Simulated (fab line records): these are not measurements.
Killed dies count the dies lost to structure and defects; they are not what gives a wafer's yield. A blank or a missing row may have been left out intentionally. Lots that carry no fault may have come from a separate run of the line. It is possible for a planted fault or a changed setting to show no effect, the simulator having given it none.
Comparing a struck lot with a sound one | flow n5 finfet | 21 steps out of a route of 1938
Sound: the wafers L465.2, L465.3, L465.5. Wafers L473.2, L473.3, L473.5 were the ones struck. The cause comes at the end.
For every step that has rows: the tool of each side, followed by ch and its chambers, followed by its first start. Under that, the readings that differ: sound wafers | struck wafers | difference of the means | sigmas: that difference in standard deviations of wafers without a fault.
alike: same words and numbers on both sides, and readings whose means sit less than 2 such deviations apart. not compared: any withheld reading, any reading some wafer has no value for, any bound like >300 that may hide the same value, and any number with overlapping values for which the record gives no deviation.
The two part at a step that has a row with sigmas, a row that says differs or no value, or rows on one side only. When numbers do not overlap yet have no deviation, they are printed without sigmas and do not part them. Lack of a reading on every wafer of one side parts them only where that side has two or more wafers.

first, 11 steps without rows for these wafers: N5_BEOL_M0_SAQP_COAT_105 (time 60 s, resist thk 100 nm); N5_BEOL_M0_SAQP_ETCH_106 (etches SOC in N2/H2, stops on SiNx, target depth 150 nm); N5_BEOL_M0_SAQP_ETCH_107 (etches SiNx in CH3F/O2, target depth 30 nm); N5_BEOL_M0_SAQP_STRIP_108 (strips in N2/H2); N5_BEOL_M0_SAQP_RECESS_109 (chemistry HF/NH3, target SiO2, target depth 3 nm, afs cycles 1, sublimation time 60 s); N5_BEOL_M0_SAQP_SPACER2_ALD_26 (deposits SiO2, target thk 15 nm, pulse time 1 s, purge time 2 s); N5_BEOL_M0_SAQP_SPACER2_ETCHBACK_27 (etches SiO2 in CHF3/O2, target depth 22.5 nm, time 11.25 s); N5_BEOL_M0_SAQP_MANDREL2_REMOVE_110 (chemistry HBr/Cl2/O2, target a-Si, stops on SiCN, bt time 10 s); N5_BEOL_M0_SAQP_COAT_69 (time 60 s, resist thk 90 nm); N5_BEOL_M0_SAQP_COAT_72 (time 60 s, resist thk 15 nm); N5_BEOL_M0_SAQP_COAT_87 (time 60 s, resist thk 5 nm).
N5_BEOL_M0_SAQP_COAT_34: resist thk 30 nm.
  sound on litho track-01 ch 0, day 9 18:55; struck on litho track-01 ch 0, day 11 23:29
  reading                                           | sound                | struck               | difference | sigmas
  spin speed rpm (rpm)                              | 1499.4 1500.1 1499.0 | 1315.3 1315.4 1315.3 | -184.2     | -99 or more
  model.CAR-EUV_of_BEOL_M0_SAQP_COAT_34.thk nm (nm) | 30 29.8 30           | 32 32 31.8           | +2         |
  alike: dispense pressure kPa
then, 5 steps without rows for these wafers: N5_BEOL_M0_SAQP_EBR_36; N5_BEOL_M0_SAQP_SOFTBAKE_35 (time 60 s); N5_BEOL_M0_SAQP_EXPOSE_37 (exposes mask M0 CUT1, target cd 30 nm); N5_BEOL_M0_SAQP_PEB_38 (peb time 60 s); N5_BEOL_M0_SAQP_DEVELOP_39 (develop time 30 s).
N5_BEOL_M0_SAQP_DESCUM_45: chemistry O2, time 7 s.
  sound on rie diel-03 ch 1,3, day 9 19:58; struck on rie diel-03 ch 1,2,3, day 12 00:23
  reading                                           | sound      | struck   | difference | sigmas
  model.CAR-EUV_of_BEOL_M0_SAQP_COAT_34.thk nm (nm) | 26 25.8 26 | 28 28 28 | +2         |
  alike: drypump motor current A, oes product au, rf fwd power W, rf vpp V, showerhead plenum p Torr, throttle valve pct
  not compared: rf hours counter h
then, 1 step without rows for these wafers: N5_BEOL_M0_SAQP_ETCH_88 (etches underlayer in N2/H2, target depth 6.5 nm, time 5.2 s).
-- the record jumps here: 3 days lie between the struck wafers' starts before and after (it left off in module BEOL_M0_SAQP and takes up again in module BEOL_M4, whose first step shown is number 1111 of the route) --
N5_BEOL_M4_RC_MEAS_101:
  sound on prober-02 ch 0, day 12 01:27; struck on prober-01 ch 0, day 14 13:50
  alike: DIBL_N, DIBL_P, IOFF_N, IOFF_P, ION_N, ION_P, SS_N, SS_P, VT_N, VT_P
-- a jump in the record: the struck wafers' starts before and after are 5 days apart (it breaks off in module BEOL_M4 and resumes in module PASSIVATION, where the first step shown is number 1936 of the route) --
N5_PASSIVATION_PROBE_49:
  record: rows for the struck wafers here (prober-02, day 19 07:53), none for the sound ones

WHERE THEY PART
At N5_BEOL_M0_SAQP_COAT_34 first; at N5_PASSIVATION_PROBE_49 last (within this record only).

WHY: the cause the simulator had injected
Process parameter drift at N5_BEOL_M0_SAQP_COAT_34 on litho track-01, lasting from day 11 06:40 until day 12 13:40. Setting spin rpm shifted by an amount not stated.
